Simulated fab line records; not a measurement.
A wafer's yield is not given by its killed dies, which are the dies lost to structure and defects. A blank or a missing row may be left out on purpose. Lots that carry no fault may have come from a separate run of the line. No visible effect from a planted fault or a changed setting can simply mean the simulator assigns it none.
Lot-split experiment / flow n5 finfet / route with 1938 steps; 7 lots, 21 wafers read

SPLIT DETAILS
At N5_WELL_APT_COAT_02 (resist thk 950 nm), the setting spin rpm was moved away from the recipe's 1357 rpm on 9 of the 21 wafers read, by -8.9% to +9.8%. The other wafers ran this setting at the recipe's value.

Reading taken at the split's own step.

THE READING
coat_of_WELL_APT_COAT_02.thk nm (the simulator's own value, which no gauge read), in nm, at N5_WELL_APT_COAT_02 (resist thk 950 nm). The file gives no usual value for it. Here, 12 wafers ran the recipe; their average is 948.3 nm with a standard deviation of 2.5 nm.

wafer=L075.1; tool, chamber at the split=litho track-03, 0; spin rpm as run, rpm=1236; against the recipe=-8.9%; coat_of_WELL_APT_COAT_02.thk nm, nm=992.9; against lot-mates on the recipe=+45.7
wafer=L075.2; tool, chamber at the split=litho track-03, 0; spin rpm as run, rpm=1357; against the recipe=recipe; coat_of_WELL_APT_COAT_02.thk nm, nm=945.2; against lot-mates on the recipe=-
wafer=L075.3; tool, chamber at the split=litho track-03, 0; spin rpm as run, rpm=1357; against the recipe=recipe; coat_of_WELL_APT_COAT_02.thk nm, nm=949.2; against lot-mates on the recipe=-
wafer=L076.3; tool, chamber at the split=litho track-05, 0; spin rpm as run, rpm=1357; against the recipe=recipe; coat_of_WELL_APT_COAT_02.thk nm, nm=949; against lot-mates on the recipe=-
wafer=L076.4; tool, chamber at the split=litho track-05, 0; spin rpm as run, rpm=1490; against the recipe=+9.8%; coat_of_WELL_APT_COAT_02.thk nm, nm=904.1; against lot-mates on the recipe=-43.9
wafer=L076.5; tool, chamber at the split=litho track-05, 0; spin rpm as run, rpm=1357; against the recipe=recipe; coat_of_WELL_APT_COAT_02.thk nm, nm=946.9; against lot-mates on the recipe=-
wafer=L087.1; tool, chamber at the split=litho track-05, 0; spin rpm as run, rpm=1357; against the recipe=recipe; coat_of_WELL_APT_COAT_02.thk nm, nm=953.7; against lot-mates on the recipe=-
wafer=L087.5; tool, chamber at the split=litho track-05, 0; spin rpm as run, rpm=1413; against the recipe=+4.1%; coat_of_WELL_APT_COAT_02.thk nm, nm=933; against lot-mates on the recipe=-18.4
wafer=L087.6; tool, chamber at the split=litho track-05, 0; spin rpm as run, rpm=1357; against the recipe=recipe; coat_of_WELL_APT_COAT_02.thk nm, nm=949.1; against lot-mates on the recipe=-
wafer=L090.2; tool, chamber at the split=litho track-02, 0; spin rpm as run, rpm=1433; against the recipe=+5.6%; coat_of_WELL_APT_COAT_02.thk nm, nm=923.4; against lot-mates on the recipe=-24.3
wafer=L090.5; tool, chamber at the split=litho track-02, 0; spin rpm as run, rpm=1433; against the recipe=+5.6%; coat_of_WELL_APT_COAT_02.thk nm, nm=920.3; against lot-mates on the recipe=-27.4
wafer=L090.6; tool, chamber at the split=litho track-02, 0; spin rpm as run, rpm=1357; against the recipe=recipe; coat_of_WELL_APT_COAT_02.thk nm, nm=947.7; against lot-mates on the recipe=-
wafer=L092.2; tool, chamber at the split=litho track-02, 0; spin rpm as run, rpm=1266; against the recipe=-6.7%; coat_of_WELL_APT_COAT_02.thk nm, nm=980.4; against lot-mates on the recipe=+36.3
wafer=L092.3; tool, chamber at the split=litho track-02, 0; spin rpm as run, rpm=1266; against the recipe=-6.7%; coat_of_WELL_APT_COAT_02.thk nm, nm=978.9; against lot-mates on the recipe=+34.8
wafer=L092.6; tool, chamber at the split=litho track-02, 0; spin rpm as run, rpm=1357; against the recipe=recipe; coat_of_WELL_APT_COAT_02.thk nm, nm=944.1; against lot-mates on the recipe=-
wafer=L093.1; tool, chamber at the split=litho track-05, 0; spin rpm as run, rpm=1269; against the recipe=-6.5%; coat_of_WELL_APT_COAT_02.thk nm, nm=980.2; against lot-mates on the recipe=+30.5
wafer=L093.6; tool, chamber at the split=litho track-05, 0; spin rpm as run, rpm=1269; against the recipe=-6.5%; coat_of_WELL_APT_COAT_02.thk nm, nm=980.2; against lot-mates on the recipe=+30.5
wafer=L093.2; tool, chamber at the split=litho track-05, 0; spin rpm as run, rpm=1357; against the recipe=recipe; coat_of_WELL_APT_COAT_02.thk nm, nm=949.7; against lot-mates on the recipe=-
wafer=L094.2; tool, chamber at the split=litho track-05, 0; spin rpm as run, rpm=1357; against the recipe=recipe; coat_of_WELL_APT_COAT_02.thk nm, nm=949.3; against lot-mates on the recipe=-
wafer=L094.4; tool, chamber at the split=litho track-05, 0; spin rpm as run, rpm=1357; against the recipe=recipe; coat_of_WELL_APT_COAT_02.thk nm, nm=950.2; against lot-mates on the recipe=-
wafer=L094.6; tool, chamber at the split=litho track-05, 0; spin rpm as run, rpm=1357; against the recipe=recipe; coat_of_WELL_APT_COAT_02.thk nm, nm=945.5; against lot-mates on the recipe=-

FIT RESULTS
A straight line over all 21 wafers: coat_of_WELL_APT_COAT_02.thk nm changes by -4.7 nm for each +1% of spin rpm; r = -0.99; the points scatter about the line by 2.4 nm.
The same after taking each lot's own level away (the mean of its wafers on the recipe; 21 wafers): -4.82 nm for each +1%; r = -1.00; scatter 2 nm.
On that fit, the largest move of spin rpm shifts the reading by 47 nm.
The span of the lots' own levels, 944.10 to 951.40 nm, comes to 2.9 times the standard deviation stated above.
Hence the lot-to-lot level has little effect on the slope; both slopes agree.
Check: for one of the wafers moved furthest among these (+9.8%), held out of the fit, the line's prediction against its lot-mates is -47.6 nm. It came out at -43.9 nm against them.

THE FILE'S OWN FIT
coat_of_WELL_APT_COAT_02.thk nm changes by -4.8 nm for each +1% of spin rpm, r = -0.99.
